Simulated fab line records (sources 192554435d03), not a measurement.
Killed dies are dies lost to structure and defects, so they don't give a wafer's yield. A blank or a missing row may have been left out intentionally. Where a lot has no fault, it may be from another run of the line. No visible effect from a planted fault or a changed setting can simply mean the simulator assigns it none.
Split-lot study -- flow n5_finfet -- route with 1938 steps; 7 lots, 39 wafers read

## ON THE SPLIT
At N5_BEOL_M8_DESCUM_16 (chemistry O2, time 7.9 s), the setting time_s was moved away from the recipe's 7.9 s on 15 of the 39 wafers read, by -45.0% to +26.8%. For the rest of the wafers, this setting stayed at what the recipe calls for.

Split to reading: the file shows no intervening step.

## THE READING
CAR-ArF_of_BEOL_M8_COAT_05.thk_nm (the simulator's own value, which no gauge read), in nm, at N5_BEOL_M8_ETCH_61 (etches SiARC in CF4, target depth 45.5 nm, time 75.8 s). No usual value for it is given in the file. The 24 wafers here that ran the recipe average 50.7 nm, standard deviation 0.2 nm.

wafer,"tool, chamber at the split","time_s as run, s",against the recipe,"CAR-ArF_of_BEOL_M8_COAT_05.thk_nm, nm",against lot-mates on the recipe
L077.1,"rie_diel-05, 1,3",7.9,recipe,50.6,-
L077.6,"rie_diel-05, 1,3",7.9,recipe,50.6,-
L077.2,"rie_diel-05, 0",4.343,-45.0%,53,+2.3
L077.3,"rie_diel-05, 3",4.343,-45.0%,53,+2.3
L077.4,"rie_diel-05, 2",4.343,-45.0%,52.6,+1.9
L077.5,"rie_diel-05, 0",7.9,recipe,50.8,-
L080.1,"rie_diel-01, 1",7.9,recipe,50.6,-
L080.2,"rie_diel-01, 3",7.9,recipe,50.8,-
L080.4,"rie_diel-01, 2",7.9,recipe,50.8,-
L080.3,"rie_diel-01, 0",6.106,-22.7%,52,+1.3
L080.5,"rie_diel-01, 0",6.106,-22.7%,52,+1.3
L080.6,"rie_diel-01, 3",6.106,-22.7%,51.8,+1.1
L085.1,"rie_diel-03, 2",7.9,recipe,50.4,-
L085.5,"rie_diel-03, 3",7.9,recipe,50.8,-
L085.6,"rie_diel-03, 0",7.9,recipe,51,-
L084.1,"rie_diel-05, 2,0,3",7.9,recipe,50.6,-
L084.3,"rie_diel-05, 2,0,3",7.9,recipe,50.6,-
L084.6,"rie_diel-05, 2,0,3",7.9,recipe,50.6,-
L084.2,"rie_diel-05, 3,2,0",7.9,recipe,50.4,-
L084.4,"rie_diel-05, 3,2,0",7.9,recipe,50.4,-
L084.5,"rie_diel-05, 3,2,0",7.9,recipe,50.4,-
L087.1,"rie_diel-05, 3",7.9,recipe,50.4,-
L087.2,"rie_diel-05, 1,2",7.9,recipe,50.6,-
L087.3,"rie_diel-05, 1,2",7.9,recipe,50.6,-
L087.4,"rie_diel-05, 0,3,2",9.613,+21.7%,49.8,-0.7
L087.5,"rie_diel-05, 0,3,2",9.613,+21.7%,49.8,-0.7
L087.6,"rie_diel-05, 0,3,2",9.613,+21.7%,49.8,-0.7
L092.1,"rie_diel-01, 1",7.9,recipe,50.8,-
L092.2,"rie_diel-01, 2,3,3",9.955,+26.0%,49.6,-1.3
L092.3,"rie_diel-01, 2,3,3",9.955,+26.0%,49.6,-1.3
L092.6,"rie_diel-01, 2,3,3",9.955,+26.0%,49.6,-1.3
L092.4,"rie_diel-01, 0",7.9,recipe,51,-
L092.5,"rie_diel-01, 0",7.9,recipe,51,-
L093.1,"rie_diel-05, 3",7.9,recipe,50.8,-
L093.5,"rie_diel-05, 3",7.9,recipe,50.8,-
L093.2,"rie_diel-05, 1",10.02,+26.8%,49.8,-1.1
L093.3,"rie_diel-05, 0",10.02,+26.8%,49.8,-1.1
L093.4,"rie_diel-05, 2",10.02,+26.8%,49.6,-1.3
L093.6,"rie_diel-05, 0",7.9,recipe,51,-
If several chambers appear in one row, that row covers several wafers at once and the file leaves open which wafer was in which chamber.

FIT RESULTS
A straight line over all 39 wafers: CAR-ArF_of_BEOL_M8_COAT_05.thk_nm changes by -0.0453 nm for each +1% of time_s; r = -0.97; the points scatter about the line by 0.2 nm.
The same after taking each lot's own level away (the mean of its wafers on the recipe; 39 wafers): -0.0471 nm for each +1%; r = -0.99; scatter 0.15 nm.
Per that fit: largest time_s move, reading shift of 2.1 nm.
The lots' own levels span 50.50 to 50.93 nm, that is 2.2 times the standard deviation above.
So the lot-to-lot level changes the slope little: the two slopes agree.
Check: for one of the wafers moved furthest among these (-45.0%), held out of the fit, the line's prediction against its lot-mates is +2.12 nm. Against them it came out at +2.33 nm.

## THE WHOLE CHAIN: every reading that the file lists as answering this split, in the file's order
step,what it does,reading,change (the file's fit),r (the file's)
N5_BEOL_M8_DESCUM_16,"chemistry O2, time 7.9 s","CAR-ArF_of_BEOL_M8_COAT_05.thk_nm (the simulator's own value, which no gauge read)",-0.0462 nm for each +1% of the setting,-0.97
N5_BEOL_M8_ETCH_61,"etches SiARC in CF4, target depth 45.5 nm, time 75.8 s","CAR-ArF_of_BEOL_M8_COAT_05.thk_nm (the simulator's own value, which no gauge read)",-0.047 nm for each +1% of the setting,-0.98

## FILE'S OWN FIT
CAR-ArF_of_BEOL_M8_COAT_05.thk_nm changes by -0.047 nm for each +1% of time_s, r = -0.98.
